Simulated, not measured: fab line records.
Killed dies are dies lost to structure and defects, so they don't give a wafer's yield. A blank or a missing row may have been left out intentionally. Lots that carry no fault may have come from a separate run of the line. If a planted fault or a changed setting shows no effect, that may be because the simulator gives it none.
Matching of chambers :: flow n5Finfet :: 4 sister chambers for N5_FIN_CUT_CUT_ETCH_28 on rieSi-05
The step etches Si in HBr/Cl2/O2, target depth 6 nm, time 2.4 s. 18 wafers are shown with their chamber, then 9 later ones without.

== EACH WAFER AND ITS CHAMBER ==
wafer: L074.2
chamber: 1
throttleValvePct (%): 37.17
drypumpMotorCurrentA (A): 6.0
heBacksideLeakSccm (sccm): 2.91

wafer: L074.3
chamber: 0
throttleValvePct (%): 37.10
drypumpMotorCurrentA (A): 5.6
heBacksideLeakSccm (sccm): 2.96

wafer: L074.5
chamber: 2
throttleValvePct (%): 37.12
drypumpMotorCurrentA (A): 6.3
heBacksideLeakSccm (sccm): 2.54

wafer: L076.1
chamber: 0
throttleValvePct (%): 37.09
drypumpMotorCurrentA (A): 5.6
heBacksideLeakSccm (sccm): 3.10

wafer: L076.3
chamber: 2
throttleValvePct (%): 37.12
drypumpMotorCurrentA (A): 6.3
heBacksideLeakSccm (sccm): 2.46

wafer: L076.5
chamber: 2
throttleValvePct (%): 37.11
drypumpMotorCurrentA (A): 6.3
heBacksideLeakSccm (sccm): 2.45

wafer: L078.3
chamber: 2
throttleValvePct (%): 37.10
drypumpMotorCurrentA (A): 6.3
heBacksideLeakSccm (sccm): 2.58

wafer: L078.5
chamber: 2
throttleValvePct (%): 37.12
drypumpMotorCurrentA (A): 6.3
heBacksideLeakSccm (sccm): 2.64

wafer: L078.6
chamber: 1
throttleValvePct (%): 37.18
drypumpMotorCurrentA (A): 5.9
heBacksideLeakSccm (sccm): 3.19

wafer: L082.1
chamber: 2
throttleValvePct (%): 37.11
drypumpMotorCurrentA (A): 6.3
heBacksideLeakSccm (sccm): 2.48

wafer: L082.2
chamber: 1
throttleValvePct (%): 37.19
drypumpMotorCurrentA (A): 6.0
heBacksideLeakSccm (sccm): 3.10

wafer: L082.5
chamber: 3
throttleValvePct (%): 37.72
drypumpMotorCurrentA (A): 5.3
heBacksideLeakSccm (sccm): 3.30

wafer: L083.2
chamber: 1
throttleValvePct (%): 37.19
drypumpMotorCurrentA (A): 5.9
heBacksideLeakSccm (sccm): 3.11

wafer: L083.5
chamber: 1
throttleValvePct (%): 37.18
drypumpMotorCurrentA (A): 6.0
heBacksideLeakSccm (sccm): 3.05

wafer: L083.6
chamber: 2
throttleValvePct (%): 37.12
drypumpMotorCurrentA (A): 6.3
heBacksideLeakSccm (sccm): 2.49

wafer: L087.2
chamber: 0
throttleValvePct (%): 37.10
drypumpMotorCurrentA (A): 5.6
heBacksideLeakSccm (sccm): 3.18

wafer: L087.3
chamber: 1
throttleValvePct (%): 37.19
drypumpMotorCurrentA (A): 5.9
heBacksideLeakSccm (sccm): 3.14

wafer: L087.5
chamber: 1
throttleValvePct (%): 37.17
drypumpMotorCurrentA (A): 5.9
heBacksideLeakSccm (sccm): 3.17

SIGNATURES (averages over the wafers above)
reading: throttleValvePct
chamber 0: 37.0967
chamber 1: 37.1814
chamber 2: 37.1143
chamber 3: 37.7200
scatter within a chamber: 0.00812

reading: drypumpMotorCurrentA
chamber 0: 5.600
chamber 1: 5.943
chamber 2: 6.300
chamber 3: 5.300
scatter within a chamber: 0.035

reading: heBacksideLeakSccm
chamber 0: 3.0800
chamber 1: 3.0957
chamber 2: 2.5200
chamber 3: 3.3000
scatter within a chamber: 0.0876
Rule: distance of a wafer from a chamber = root of the sum over the readings of ((wafer's reading minus chamber's mean) / reading's scatter) squared. If the next closest chamber is less than 2 further off than the closest, the wafer can't be placed; otherwise it belongs to the closest. The scatter is the square root of a quotient: the sum, over the shown wafers, of each reading's squared deviation from its chamber's mean, divided by wafers minus chambers.

== WAFERS WITH NO CHAMBER GIVEN ==
wafer: L090.1
throttleValvePct (%): 37.18
drypumpMotorCurrentA (A): 5.9
heBacksideLeakSccm (sccm): 3.13

wafer: L090.3
throttleValvePct (%): 37.12
drypumpMotorCurrentA (A): 5.6
heBacksideLeakSccm (sccm): 3.10

wafer: L090.4
throttleValvePct (%): 37.12
drypumpMotorCurrentA (A): 6.3
heBacksideLeakSccm (sccm): 2.59

wafer: L094.2
throttleValvePct (%): 37.10
drypumpMotorCurrentA (A): 5.6
heBacksideLeakSccm (sccm): 3.08

wafer: L094.4
throttleValvePct (%): 37.72
drypumpMotorCurrentA (A): 5.3
heBacksideLeakSccm (sccm): 3.00

wafer: L094.5
throttleValvePct (%): 37.11
drypumpMotorCurrentA (A): 5.6
heBacksideLeakSccm (sccm): 3.06

wafer: L095.2
throttleValvePct (%): 37.12
drypumpMotorCurrentA (A): 6.2
heBacksideLeakSccm (sccm): 2.51

wafer: L095.3
throttleValvePct (%): 37.72
drypumpMotorCurrentA (A): 5.3
heBacksideLeakSccm (sccm): 2.75

wafer: L095.4
throttleValvePct (%): 37.72
drypumpMotorCurrentA (A): 5.3
heBacksideLeakSccm (sccm): 2.99

== WHICH CHAMBER EACH ONE RAN IN ==
wafer: L090.1
from the rows above: 1
in truth: 1

wafer: L090.3
from the rows above: 0
in truth: 0

wafer: L090.4
from the rows above: 2
in truth: 2

wafer: L094.2
from the rows above: 0
in truth: 0

wafer: L094.4
from the rows above: 3
in truth: 3

wafer: L094.5
from the rows above: 0
in truth: 0

wafer: L095.2
from the rows above: 2
in truth: 2

wafer: L095.3
from the rows above: 3
in truth: 3

wafer: L095.4
from the rows above: 3
in truth: 3
9 of 9 placed correctly. Left unplaced by these rows: 0. Placed wrongly: 0.
